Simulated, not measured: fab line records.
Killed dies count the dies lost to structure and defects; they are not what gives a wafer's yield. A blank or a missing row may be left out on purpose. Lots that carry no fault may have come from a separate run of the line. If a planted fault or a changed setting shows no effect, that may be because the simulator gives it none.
Chamber matching	flow n5Finfet	N5_SD_EPI_N_DESCUM_14 on rieDiel-01 has 4 sister chambers
The step chemistry O2, time 7.9 s. 14 wafers are shown with their chamber, then 7 later ones without.

== WAFERS WITH THEIR CHAMBER ==
wafer	chamber	drypumpMotorCurrentA (A)	throttleValvePct (%)	oesProductAu (a.u.)
L074.1	1	5.8	20.31	0.99
L074.3	0	5.7	20.56	0.69
L074.5	3	6.4	21.03	0.68
L078.1	3	6.5	21.04	0.67
L078.4	1	5.8	20.37	0.98
L078.6	2	5.1	20.36	0.70
L079.1	3	6.5	21.05	0.67
L079.2	1	5.8	20.35	0.94
L079.4	0	5.7	20.60	0.67
L084.2	2	5.1	20.39	0.68
L084.4	2	5.1	20.39	0.68
L084.5	1	5.9	20.38	0.93
L085.2	3	6.5	20.64	0.94
L085.4	1	5.8	20.37	0.92

SIGNATURES, as means of the wafers listed above
reading	chamber 0	chamber 1	chamber 2	chamber 3	scatter within a chamber
drypumpMotorCurrentA	5.700	5.820	5.100	6.475	0.0394
throttleValvePct	20.5800	20.3560	20.3800	20.9400	0.112
oesProductAu	0.6800	0.9520	0.6867	0.7400	0.076
Rule: for each reading, subtract the chamber's mean from the wafer's reading, divide by that reading's scatter and square the result; add these up over the readings and take the root, which gives the wafer's distance from the chamber. The wafer belongs to the nearest chamber; if the next one is less than 2 further off, it can't be placed. The scatter: the root of (the sum of the squares of (reading less its chamber's mean) over the shown wafers, divided by (wafers less chambers)).

== WAFERS WITH NO CHAMBER GIVEN ==
wafer	drypumpMotorCurrentA (A)	throttleValvePct (%)	oesProductAu (a.u.)
L085.6	5.1	20.39	0.67
L088.1	6.4	20.66	0.92
L088.2	5.6	20.23	0.95
L088.5	5.6	20.22	0.95
L093.2	5.7	20.24	0.92
L093.4	6.5	20.67	0.90
L093.6	6.5	20.70	0.90

== WHICH CHAMBER EACH ONE RAN IN ==
wafer	from the rows above	in truth
L085.6	2	2
L088.1	3	3
L088.2	can't be placed: 0 or 1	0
L088.5	can't be placed: 0 or 1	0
L093.2	can't be placed: 1 or 0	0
L093.4	3	3
L093.6	3	3
Correct placement for 4 of the 7. Cannot be placed on the basis of these rows: 3; the candidates contain the true chamber in 3. Wrongly placed: 0.
